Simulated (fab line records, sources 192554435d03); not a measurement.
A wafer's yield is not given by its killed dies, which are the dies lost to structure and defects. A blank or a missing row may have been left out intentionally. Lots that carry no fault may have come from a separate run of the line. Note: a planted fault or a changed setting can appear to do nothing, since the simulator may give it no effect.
One fault seen from 2 desks ; flow n5Finfet ; what lay behind the numbers comes last; until then each desk has only its own

== FROM THE METROLOGY DESK ==
What the gauges read for every lot (on any tool): the sampled wafers with a number, averaged. Any lot whose mean is over 4 standard deviations away from the usual mean is out of limits and marked OUT; that distance is given in the brackets.
Columns: A = PMOS_HMC_BLK_OVL at N5_PMOS_HMC_CHANNEL_EPI_OVL_MEAS_10, usual 0.0 nm
lot;first seen here;A
L513;day 1 23:13;-0.6
L515;day 2 11:44;-0.0
L520;day 3 17:42;-0.2
L523;day 4 11:23;0.2
L526;day 5 05:31;0.6
L528;day 5 17:00;-0.7
L532;day 6 17:38;0.0
L533;day 7 00:20;0.1
L534;day 7 04:49;-0.2
L535;day 7 11:05;1.9
This desk's finding: nothing out of limits on any of the 10 lots.

== THE DEFECT DESK ==
Inspection counts along the route, by lot: the mean over sampled wafers that carry a number. Any lot whose mean is over 4 standard deviations away from the usual mean is out of limits and marked OUT; that distance is given in the brackets.
Columns: A = rawDefectCount at N5_PMOS_HMC_CHANNEL_EPI_INSPECT_30, usual 20; B = rawDefectCount at N5_FIN_SAQP_INSPECT_18, usual 434; C = rawDefectCount at N5_FIN_SAQP_INSPECT_40, usual 221; D = rawDefectCount at N5_FIN_CUT_INSPECT_10, usual 40
lot;first seen here;A;B;C;D
L513;day 2 02:45;16;597;189;33
L515;day 2 14:34;21;311;206;36
L520;day 3 22:14;20;379;185;38
L523;day 4 15:26;21;333;166;31
L526;day 5 08:44;26;292;223;40
L528;day 5 20:13;25;397;178;31
L532;day 6 20:27;891 (+99 or more) OUT;1173 (+6.2) OUT;1064 (+13) OUT;907 (+79) OUT
L533;day 7 03:10;904 (+99 or more) OUT;1229 (+6.6) OUT;1105 (+14) OUT;926 (+81) OUT
L534;day 7 07:58;21;422;220;38
L535;day 7 13:55;23;412;270;43
This desk finds L532, L533 out of limits, L532 being first, at day 6 20:27 (rawDefectCount at N5_PMOS_HMC_CHANNEL_EPI_INSPECT_30). L513, L515, L520, L523, L526, L528, L534, L535: within limits.

== TAKEN TOGETHER ==
The defect desk could have raised an alarm at day 6 20:27, on L532, L533.
From the metrology desk's view, nothing was out of limits.
The metrology desk has L532, L533 on record, within its limits.
On wetBench-01, each named lot ran N5_PMOS_HMC_CHANNEL_EPI_PRECLEAN_37.

== WHAT THE SIMULATOR HAD INSERTED ==
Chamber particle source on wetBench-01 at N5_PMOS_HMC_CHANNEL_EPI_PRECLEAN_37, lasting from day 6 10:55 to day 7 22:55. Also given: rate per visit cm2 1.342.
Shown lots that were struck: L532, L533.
Hours from the fault's start to each desk's first reading out of limits: the defect desk, 10.
